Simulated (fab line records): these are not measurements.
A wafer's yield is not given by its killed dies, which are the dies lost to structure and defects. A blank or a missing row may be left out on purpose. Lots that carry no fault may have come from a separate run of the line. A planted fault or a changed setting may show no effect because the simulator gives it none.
Split-lot trial ; flow n5-finfet ; route with 1938 steps; 7 lots, 21 wafers read

SPLIT DETAILS
At N5_BEOL_M5_COAT_66 (time 60 s, resist thk 12 nm), the setting spin-rpm was moved away from the recipe's 1500 rpm on 7 of the 21 wafers read, by -10.4% to +9.6%. All remaining wafers had this setting at the recipe value.

FROM THE SPLIT TO THE READING: what the file shows between them, 5 steps
- N5_BEOL_M5_COAT_74: time 60 s, resist thk 5 nm (also split here: spin-rpm)
- N5_BEOL_M5_COAT_22: resist thk 30 nm
- N5_BEOL_M5_EBR_24
- N5_BEOL_M5_DESCUM_33: chemistry O2, time 7 s
- N5_BEOL_M5_ETCH_75: etches underlayer in N2/H2, target depth 6.5 nm, time 5.2 s

THE READING
etch.depth-nm (the simulator's own value, which no gauge read), in nm, at N5_BEOL_M5_ETCH_67 (etches SiARC in CF4, target depth 15.6 nm, time 26 s). The file does not state a usual value for it. The 14 wafers here that ran the recipe average 12.00 nm, standard deviation 0.036 nm.

wafer;tool, chamber at the split;spin-rpm as run, rpm;against the recipe;etch.depth-nm, nm;against lot-mates on the recipe
L077.2;litho-track-05, 0;1500;recipe;11.99;-
L077.4;litho-track-05, 0;1500;recipe;12.01;-
L077.6;litho-track-05, 0;1500;recipe;11.97;-
L078.3;litho-track-04, 0;1500;recipe;12.04;-
L078.5;litho-track-04, 0;1344;-10.4%;12.67;+0.63
L078.6;litho-track-04, 0;1344;-10.4%;12.72;+0.68
L083.3;litho-track-05, 0;1500;recipe;11.94;-
L083.4;litho-track-05, 0;1500;recipe;11.94;-
L083.5;litho-track-05, 0;1612;+7.5%;11.52;-0.42
L085.2;litho-track-05, 0;1644;+9.6%;11.41;-0.57
L085.3;litho-track-05, 0;1500;recipe;11.98;-
L085.5;litho-track-05, 0;1500;recipe;11.97;-
L086.3;litho-track-03, 0;1500;recipe;12.03;-
L086.4;litho-track-03, 0;1447;-3.5%;12.22;+0.19
L086.6;litho-track-03, 0;1447;-3.5%;12.23;+0.20
L089.3;litho-track-03, 0;1500;recipe;12.04;-
L089.5;litho-track-03, 0;1500;recipe;12.03;-
L089.6;litho-track-03, 0;1500;recipe;12.05;-
L097.1;litho-track-04, 0;1550;+3.3%;11.78;-0.20
L097.4;litho-track-04, 0;1500;recipe;11.97;-
L097.5;litho-track-04, 0;1500;recipe;11.99;-

FIT RESULTS
A straight line over all 21 wafers: etch.depth-nm changes by -0.065 nm for each +1% of spin-rpm; r = -0.99; the points scatter about the line by 0.034 nm.
The same after taking each lot's own level away (the mean of its wafers on the recipe; 21 wafers): -0.0605 nm for each +1%; r = -1.00; scatter 0.017 nm.
The reading moves by 0.63 nm for the largest change in spin-rpm, on that fit.
Measured against the standard deviation above, the lots' own levels, which go from 11.940 to 12.040 nm, span 2.8 times it.
The two slopes are in agreement: the lot-to-lot level therefore moves the slope only a little.
Check: with one of the wafers moved furthest among these (-10.4%) left out of the fit, the line predicts +0.633 nm for it against its lot-mates. Against them it came out at +0.63 nm.

OTHER SPLITS ON THESE WAFERS
Note: prior to the reading, these wafers also went through further splits. Each is held against what the fit with the lots' levels taken away leaves over:
other split on the same wafers;wafers away from the commonest value;r with etch.depth-nm (lot level and that fit taken away)
N5_BEOL_M4_EXPOSE_25 dose-mj;4;+0.07
N5_BEOL_M5_ILD_DEP_00 temp-c;8;-0.28
N5_BEOL_M5_COAT_60 spin-rpm;8;+0.20
N5_BEOL_M5_COAT_74 spin-rpm;8;+0.22

THE WHOLE CHAIN: every reading that the file lists as answering this split, in the file's order
step;what it does;reading;change (the file's fit);r (the file's)
N5_BEOL_M5_COAT_66;time 60 s, resist thk 12 nm;SiARC_of_BEOL_M5_COAT_66.thk-nm (the simulator's own value, which no gauge read);-0.0622 nm for each +1% of the setting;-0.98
N5_BEOL_M5_ETCH_67;etches SiARC in CF4, target depth 15.6 nm, time 26 s;etch.depth-nm (the simulator's own value, which no gauge read);-0.0602 nm for each +1% of the setting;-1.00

FILE'S OWN FIT
etch.depth-nm changes by -0.0602 nm for each +1% of spin-rpm, r = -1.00.
